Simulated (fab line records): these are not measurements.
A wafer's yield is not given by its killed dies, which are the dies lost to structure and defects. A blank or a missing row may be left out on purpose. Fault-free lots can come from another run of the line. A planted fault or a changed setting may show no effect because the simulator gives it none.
What tool caused it? | flow n5-finfet | 24 lots, 72 wafers sampled, at 5 steps of a route of 1938

== WHAT THE GAUGES SHOWED, per wafer ==
N5_MOL_CONTACT_COAG_INSPECT_57: inspects for defects (brightfield). Usual: 186 for raw-defect-count, sd 48.
lot  | measured     | on                | raw-defect-count | flag
L074 | day 5 01:26  | defect-inspect-02 | 175 197 195      |
L075 | day 5 08:43  | defect-inspect-02 | 251 197 175      |
L076 | day 5 12:27  | defect-inspect-01 | 128 137 129      |
L077 | day 5 16:13  | defect-inspect-02 | 299 298 253      |
L078 | day 6 01:32  | defect-inspect-02 | 135 189 173      |
L079 | day 6 05:31  | defect-inspect-01 | 207 170 190      |
L080 | day 6 15:44  | defect-inspect-02 | 230 255 227      |
L081 | day 6 22:55  | defect-inspect-01 | 183 152 256      |
L082 | day 6 23:22  | defect-inspect-02 | 167 181 228      |
L083 | day 7 05:51  | defect-inspect-01 | 158 96 175       |
L084 | day 7 16:28  | defect-inspect-01 | 91 85 143        |
L085 | day 7 23:30  | defect-inspect-01 | 183 156 205      |
L086 | day 7 23:54  | defect-inspect-02 | 185 203 204      |
L087 | day 8 09:46  | defect-inspect-01 | 190 185 226      |
L088 | day 8 18:57  | defect-inspect-01 | 146 126 135      |
L089 | day 8 22:26  | defect-inspect-02 | 163 135 172      |
L090 | day 9 04:56  | defect-inspect-01 | 155 261 177      |
L092 | day 9 14:02  | defect-inspect-01 | 139 184 201      |
L091 | day 9 19:21  | defect-inspect-02 | 177 157 140      |
L093 | day 9 22:24  | defect-inspect-01 | 147 110 237      |
L094 | day 10 02:31 | defect-inspect-01 | 208 255 176      |
L095 | day 10 06:19 | defect-inspect-02 | 240 212 170      |
L096 | day 10 12:28 | defect-inspect-02 | 201 163 192      |
L097 | day 11 01:19 | defect-inspect-02 | 288 273 196      |

N5_MOL_CONTACT_COAG_CD_MEAS_101 targets a cd of 16 nm. Usual: 15.91 nm for cd-nm, sd 0.28.
lot  | measured     | on        | cd-nm (nm)        | flag
L074 | day 5 03:38  | cd-sem-02 | 15.76 15.58 15.88 |
L075 | day 5 10:57  | cd-sem-03 | 15.98 15.89 15.99 |
L076 | day 5 15:01  | cd-sem-01 | 16.53 16.07 16.04 |
L077 | day 5 19:27  | cd-sem-01 | 15.45 16.20 15.71 |
L078 | day 6 04:02  | cd-sem-01 | 15.96 16.23 16.02 |
L079 | day 6 07:37  | cd-sem-03 | 15.99 16.13 15.71 |
L080 | day 6 17:53  | cd-sem-03 | 15.96 15.37 15.49 |
L081 | day 7 01:12  | cd-sem-03 | 16.39 16.17 15.32 |
L082 | day 7 01:42  | cd-sem-03 | 15.51 15.83 15.94 |
L083 | day 7 07:58  | cd-sem-02 | 15.70 16.29 15.84 |
L084 | day 7 19:10  | cd-sem-03 | 15.94 16.07 15.37 |
L085 | day 8 01:51  | cd-sem-03 | 16.09 16.34 15.72 |
L086 | day 8 02:33  | cd-sem-02 | 16.17 16.13 16.09 |
L087 | day 8 12:17  | cd-sem-03 | 15.85 15.88 15.70 |
L088 | day 8 21:34  | cd-sem-01 | 15.94 15.94 15.80 |
L089 | day 9 00:48  | cd-sem-02 | 16.13 15.87 15.91 |
L090 | day 9 07:14  | cd-sem-03 | 15.72 15.88 15.81 |
L092 | day 9 16:08  | cd-sem-01 | 15.82 15.54 15.94 |
L091 | day 9 22:00  | cd-sem-01 | 15.83 15.36 15.91 |
L093 | day 10 00:31 | cd-sem-01 | 16.14 15.54 15.76 |
L094 | day 10 04:38 | cd-sem-03 | 16.33 16.42 16.49 |
L095 | day 10 08:38 | cd-sem-03 | 15.76 16.17 16.16 |
L096 | day 10 15:29 | cd-sem-03 | 15.67 16.22 15.83 |
L097 | day 11 04:44 | cd-sem-03 | 16.16 15.84 15.53 |

N5_MOL_CONTACT_COAG_INSPECT_97: inspects for defects (darkfield). Usual: 44 for raw-defect-count, sd 15.
lot  | measured     | on                | raw-defect-count | flag
L074 | day 5 07:26  | defect-inspect-01 | 45 41 56         |
L075 | day 5 14:46  | defect-inspect-02 | 54 53 59         |
L076 | day 5 19:09  | defect-inspect-02 | 37 54 32         |
L077 | day 5 23:34  | defect-inspect-01 | 62 43 42         |
L078 | day 6 07:52  | defect-inspect-02 | 35 25 45         |
L079 | day 6 11:26  | defect-inspect-01 | 31 33 22         |
L080 | day 6 21:40  | defect-inspect-01 | 23 20 30         |
L081 | day 7 05:00  | defect-inspect-01 | 52 61 64         |
L082 | day 7 08:00  | defect-inspect-02 | 56 21 24         |
L083 | day 7 12:10  | defect-inspect-01 | 30 45 37         |
L084 | day 7 23:00  | defect-inspect-01 | 36 23 39         |
L085 | day 8 05:41  | defect-inspect-02 | 35 43 26         |
L086 | day 8 08:41  | defect-inspect-02 | 49 58 47         |
L087 | day 8 16:07  | defect-inspect-01 | 46 38 40         |
L088 | day 9 01:23  | defect-inspect-02 | 57 32 32         |
L089 | day 9 04:36  | defect-inspect-02 | 51 38 64         |
L090 | day 9 11:02  | defect-inspect-02 | 50 31 44         |
L092 | day 9 19:56  | defect-inspect-01 | 35 69 36         |
L091 | day 10 01:49 | defect-inspect-02 | 47 40 29         |
L093 | day 10 04:51 | defect-inspect-02 | 56 29 39         |
L094 | day 10 08:25 | defect-inspect-02 | 49 42 74         |
L095 | day 10 12:28 | defect-inspect-01 | 46 41 44         |
L096 | day 10 19:17 | defect-inspect-01 | 22 36 50         |
L097 | day 11 08:32 | defect-inspect-01 | 97 50 77         |

== WHAT TOOL EACH LOT RAN ON (gives the tool, then ch and the chambers of the sampled wafers, and finally the start) ==
lot  | N5_MOL_CONTACT_COAG_ETCH_67        | N5_MOL_CONTACT_COAG_ETCH_124
L074 | rie-diel-04 ch 1,2,3, day 5 03:10  | rie-diel-04 ch 1,2,3, day 5 03:19
L075 | rie-diel-01 ch 2,3, day 5 10:29    | rie-diel-01 ch 2,3, day 5 10:38
L076 | rie-diel-04 ch 0,1,3, day 5 14:32  | rie-diel-04 ch 0,1,3, day 5 14:41
L077 | rie-diel-01 ch 0,1,2, day 5 18:58  | rie-diel-01 ch 0,1,2, day 5 19:07
L078 | rie-diel-03 ch 0,1,3, day 6 03:34  | rie-diel-03 ch 0,1,3, day 6 03:43
L079 | rie-diel-04 ch 0,1,2, day 6 07:08  | rie-diel-04 ch 0,1,2, day 6 07:17
L080 | rie-diel-01 ch 0,1,2, day 6 17:24  | rie-diel-01 ch 0,1,2, day 6 17:33
L081 | rie-diel-01 ch 0,1, day 7 00:43    | rie-diel-01 ch 0,1, day 7 00:52
L082 | rie-diel-03 ch 0,2,3, day 7 01:14  | rie-diel-03 ch 0,2,3, day 7 01:23
L083 | rie-diel-03 ch 2,3, day 7 07:29    | rie-diel-03 ch 2,3, day 7 07:38
L084 | rie-diel-01 ch 1,2,3, day 7 18:40  | rie-diel-01 ch 1,2,3, day 7 18:49
L085 | rie-diel-03 ch 2,3, day 8 01:23    | rie-diel-03 ch 2,3, day 8 01:32
L086 | rie-diel-01 ch 0,1,3, day 8 02:04  | rie-diel-01 ch 0,1,3, day 8 02:13
L087 | rie-diel-01 ch 1,2, day 8 11:48    | rie-diel-01 ch 1,2, day 8 11:57
L088 | rie-diel-01 ch 0,2, day 8 21:06    | rie-diel-01 ch 0,2, day 8 21:15
L089 | rie-diel-04 ch 0,1,3, day 9 00:20  | rie-diel-04 ch 0,1,3, day 9 00:29
L090 | rie-diel-01 ch 1,2,3, day 9 06:45  | rie-diel-01 ch 1,2,3, day 9 06:54
L092 | rie-diel-01 ch 0,2,3, day 9 15:40  | rie-diel-01 ch 0,2,3, day 9 15:49
L091 | rie-diel-01 ch 1,2,3, day 9 21:32  | rie-diel-01 ch 1,2,3, day 9 21:41
L093 | rie-diel-04 ch 0,2,3, day 10 00:02 | rie-diel-04 ch 0,2,3, day 10 00:11
L094 | rie-diel-04 ch 1,2,3, day 10 04:09 | rie-diel-04 ch 1,2,3, day 10 04:19
L095 | rie-diel-04 ch 2,3, day 10 08:10   | rie-diel-04 ch 2,3, day 10 08:19
L096 | rie-diel-01 ch 1,3, day 10 14:58   | rie-diel-01 ch 1,3, day 10 15:07
L097 | rie-diel-03 ch 0,2,3, day 11 04:16 | rie-diel-03 ch 0,2,3, day 11 04:25
- N5_MOL_CONTACT_COAG_ETCH_67: etches SOC in N2/H2, target depth 60 nm, overetch 21 nm, time 101.2 s.
- N5_MOL_CONTACT_COAG_ETCH_124: etches SiNx in CH3F/O2, stops on SiOC, target depth 6.5 nm.

== WHAT THE TOOLS THEMSELVES READ (means of the sampled wafers that have a number; where no wafer has one, the mark that the record gives instead) ==
N5_MOL_CONTACT_COAG_ETCH_67. Usual: for drypump-motor-current-A, 5.8 A with a standard deviation of 0.31; for h2-flow-sccm, 200.0 sccm with a standard deviation of 0.57; for n2-flow-sccm, 200.0 sccm with a standard deviation of 0.62; for oes-product-au, 0.65 a.u. with a standard deviation of 0.057; for rf-vpp-V, 523.7 V with a standard deviation of 2.6; for showerhead-plenum-p-Torr, 2.54 Torr with a standard deviation of 0.089; for throttle-valve-pct, 17.84 % with a standard deviation of 0.22.
lot  | tool        | drypump-motor-current-A (A) | h2-flow-sccm (sccm) | n2-flow-sccm (sccm) | oes-product-au (a.u.) | rf-vpp-V (V) | showerhead-plenum-p-Torr (Torr) | throttle-valve-pct (%) | flag
L074 | rie-diel-04 | 5.8                         | 199.8               | 199.8               | 0.72                  | 527.7        | 2.68                            | 17.88                  |
L075 | rie-diel-01 | 6.0                         | 199.8               | 200.5               | 0.63                  | 523.1        | 2.51                            | 17.82                  |
L076 | rie-diel-04 | 5.8                         | 199.8               | 200.8               | 0.74                  | 526.2        | 2.63                            | 17.66                  |
L077 | rie-diel-01 | 6.1                         | 199.6               | 199.8               | 0.64                  | 522.7        | 2.51                            | 17.71                  |
L078 | rie-diel-03 | 5.8                         | 200.2               | 199.5               | 0.59                  | 521.7        | 2.49                            | 18.00                  |
L079 | rie-diel-04 | 5.8                         | 200.3               | 199.9               | 0.69                  | 526.3        | 2.61                            | 17.80                  |
L080 | rie-diel-01 | 6.1                         | 200.4               | 199.8               | 0.63                  | 522.3        | 2.50                            | 17.72                  |
L081 | rie-diel-01 | 6.1                         | 199.1               | 199.9               | 0.67                  | 522.0        | 2.48                            | 17.64                  |
L082 | rie-diel-03 | 5.5                         | 199.8               | 200.0               | 0.62                  | 523.2        | 2.54                            | 18.11                  |
L083 | rie-diel-03 | 5.8                         | 200.7               | 200.6               | 0.65                  | 522.8        | 2.51                            | 18.11                  |
L084 | rie-diel-01 | 6.0                         | 199.8               | 200.0               | 0.61                  | 521.9        | 2.50                            | 17.87                  |
L085 | rie-diel-03 | 5.8                         | 200.2               | 200.2               | 0.64                  | 522.9        | 2.51                            | 18.12                  |
L086 | rie-diel-01 | 5.9                         | 199.5               | 199.9               | 0.65                  | 521.7        | 2.48                            | 17.81                  |
L087 | rie-diel-01 | 6.1                         | 200.1               | 200.3               | 0.58                  | 523.7        | 2.52                            | 17.84                  |
L088 | rie-diel-01 | 6.1                         | 199.3               | 199.4               | 0.65                  | 522.7        | 2.47                            | 17.65                  |
L089 | rie-diel-04 | 5.8                         | 200.3               | 200.4               | 0.71                  | 525.6        | 2.62                            | 17.70                  |
L090 | rie-diel-01 | 6.0                         | 200.1               | 199.9               | 0.60                  | 523.0        | 2.49                            | 17.89                  |
L092 | rie-diel-01 | 6.0                         | 200.1               | 200.0               | 0.64                  | 521.6        | 2.47                            | 17.81                  |
L091 | rie-diel-01 | 6.0                         | 199.8               | 200.0               | 0.60                  | 521.9        | 2.49                            | 17.91                  |
L093 | rie-diel-04 | 5.6                         | 200.0               | 200.4               | 0.67                  | 525.2        | 2.59                            | 17.83                  |
L094 | rie-diel-04 | 5.8                         | 200.1               | 200.4               | 0.67                  | 527.1        | 2.67                            | 17.95                  |
L095 | rie-diel-04 | 5.7                         | 200.3               | 199.7               | 0.67                  | 527.7        | 2.66                            | 17.94                  |
L096 | rie-diel-01 | 5.8                         | 199.4               | 199.8               | 0.61                  | 521.6        | 2.46                            | 17.99                  |
L097 | rie-diel-03 | 5.5                         | 199.6               | 200.5               | 0.67                  | 523.8        | 2.52                            | 18.01                  |

N5_MOL_CONTACT_COAG_ETCH_124. Usual: drypump-motor-current-A 5.8 A, standard deviation 0.31; oes_ar_750_au 0.78 a.u., standard deviation 0.068; oes-product-au 0.66 a.u., standard deviation 0.058; rf-vpp-V 297.8 V, standard deviation 2.9; showerhead-plenum-p-Torr 1.99 Torr, standard deviation 0.074; throttle-valve-pct 16.33 %, standard deviation 0.24.
lot  | tool        | drypump-motor-current-A (A) | oes_ar_750_au (a.u.) | oes-product-au (a.u.) | rf-vpp-V (V) | showerhead-plenum-p-Torr (Torr) | throttle-valve-pct (%) | flag
L074 | rie-diel-04 | 5.8                         | 0.85                 | 0.73                  | 301.4        | 2.12                            | 16.42                  |
L075 | rie-diel-01 | 6.0                         | 0.75                 | 0.64                  | 296.6        | 1.97                            | 16.30                  |
L076 | rie-diel-04 | 5.8                         | 0.88                 | 0.76                  | 300.1        | 2.08                            | 16.17                  |
L077 | rie-diel-01 | 6.1                         | 0.75                 | 0.65                  | 298.1        | 1.97                            | 16.18                  |
L078 | rie-diel-03 | 5.8                         | 0.72                 | 0.61                  | 296.4        | 1.95                            | 16.46                  |
L079 | rie-diel-04 | 5.8                         | 0.83                 | 0.71                  | 298.2        | 2.05                            | 16.29                  |
L080 | rie-diel-01 | 6.1                         | 0.75                 | 0.64                  | 298.3        | 1.96                            | 16.18                  |
L081 | rie-diel-01 | 6.0                         | 0.79                 | 0.67                  | 298.0        | 1.94                            | 16.08                  |
L082 | rie-diel-03 | 5.5                         | 0.74                 | 0.63                  | 297.2        | 1.99                            | 16.56                  |
L083 | rie-diel-03 | 5.8                         | 0.78                 | 0.66                  | 295.3        | 1.98                            | 16.53                  |
L084 | rie-diel-01 | 5.9                         | 0.73                 | 0.61                  | 296.6        | 1.96                            | 16.38                  |
L085 | rie-diel-03 | 5.8                         | 0.77                 | 0.65                  | 294.9        | 1.97                            | 16.56                  |
L086 | rie-diel-01 | 5.9                         | 0.76                 | 0.65                  | 297.1        | 1.94                            | 16.27                  |
L087 | rie-diel-01 | 6.1                         | 0.69                 | 0.59                  | 297.3        | 1.98                            | 16.36                  |
L088 | rie-diel-01 | 6.1                         | 0.78                 | 0.67                  | 299.0        | 1.95                            | 16.06                  |
L089 | rie-diel-04 | 5.8                         | 0.84                 | 0.72                  | 299.4        | 2.07                            | 16.21                  |
L090 | rie-diel-01 | 5.9                         | 0.72                 | 0.61                  | 296.3        | 1.96                            | 16.40                  |
L092 | rie-diel-01 | 6.0                         | 0.76                 | 0.65                  | 297.0        | 1.94                            | 16.25                  |
L091 | rie-diel-01 | 5.9                         | 0.72                 | 0.61                  | 296.6        | 1.96                            | 16.40                  |
L093 | rie-diel-04 | 5.6                         | 0.79                 | 0.68                  | 297.6        | 2.05                            | 16.38                  |
L094 | rie-diel-04 | 5.8                         | 0.80                 | 0.68                  | 301.1        | 2.11                            | 16.48                  |
L095 | rie-diel-04 | 5.6                         | 0.79                 | 0.68                  | 300.3        | 2.10                            | 16.55                  |
L096 | rie-diel-01 | 5.8                         | 0.73                 | 0.62                  | 295.8        | 1.93                            | 16.47                  |
L097 | rie-diel-03 | 5.5                         | 0.79                 | 0.68                  | 296.7        | 1.98                            | 16.45                  |

== THE ANSWER, worked out from the rows above alone ==
Rule: lot off if the mean of its wafers having a number is beyond 3 standard deviations from the usual mean. Also off: a lot with no number at a reading for which 4 or more lots have one. Any other lot the step has rows for is counted as sound. After the gauges, taken in route order, come the tools' own readings; for these a lot's mean is taken, as printed above. At the first step where some lot is off, the reading lying furthest off is the one used; lots without a number count as furthest.
No lot is off on any of the readings shown, so nothing can be concluded from this.

== WHAT WAS PUT IN BY THE SIMULATOR ==
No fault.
